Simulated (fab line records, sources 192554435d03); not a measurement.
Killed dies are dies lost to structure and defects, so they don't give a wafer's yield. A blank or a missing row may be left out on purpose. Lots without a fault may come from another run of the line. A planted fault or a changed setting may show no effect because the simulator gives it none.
Which tool did it? | flow n5_finfet | 6 lots, 17 wafers sampled, at 1 step of a route of 1938

WHAT THE GAUGES READ, wafer by wafer
N5_HKMG_FIN_INSPECT_28: inspects for defects (darkfield).
lot  | measured     | on                | raw_defect_count
L167 | day 4 18:08  | defect_inspect-01 | 39 31 45
L173 | day 6 01:29  | defect_inspect-02 | 71 58 44
L182 | day 8 06:03  | defect_inspect-02 | 15 22
L184 | day 9 01:31  | defect_inspect-02 | 46 81 46
L187 | day 9 14:32  | defect_inspect-02 | 30 34 43
L189 | day 10 01:59 | defect_inspect-02 | 21 38 75

WHICH TOOL RAN EACH LOT (tool, then ch and the chambers of the sampled wafers, then the start)
The record holds no process step before these readings.

THE ANSWER, worked out from the rows above alone
Rule: what is usual is taken from the lots themselves. Put in order of their means at a reading, lots are off if they are a third of the lots or fewer, leave a main group of 4 or more, and stand apart from it by a gap of 3 or more times the standard deviation of the main group's means; of several such gaps the widest counts. A main group whose means are all the same, to the digits that the tables above print for the reading, isn't used. A lot without any number at a reading at which 4 lots or more have one is off too. The other lots that the step has rows for count as sound.
No lot is off at any reading shown: from this, nothing can be told.

WHAT THE SIMULATOR HAD PUT IN
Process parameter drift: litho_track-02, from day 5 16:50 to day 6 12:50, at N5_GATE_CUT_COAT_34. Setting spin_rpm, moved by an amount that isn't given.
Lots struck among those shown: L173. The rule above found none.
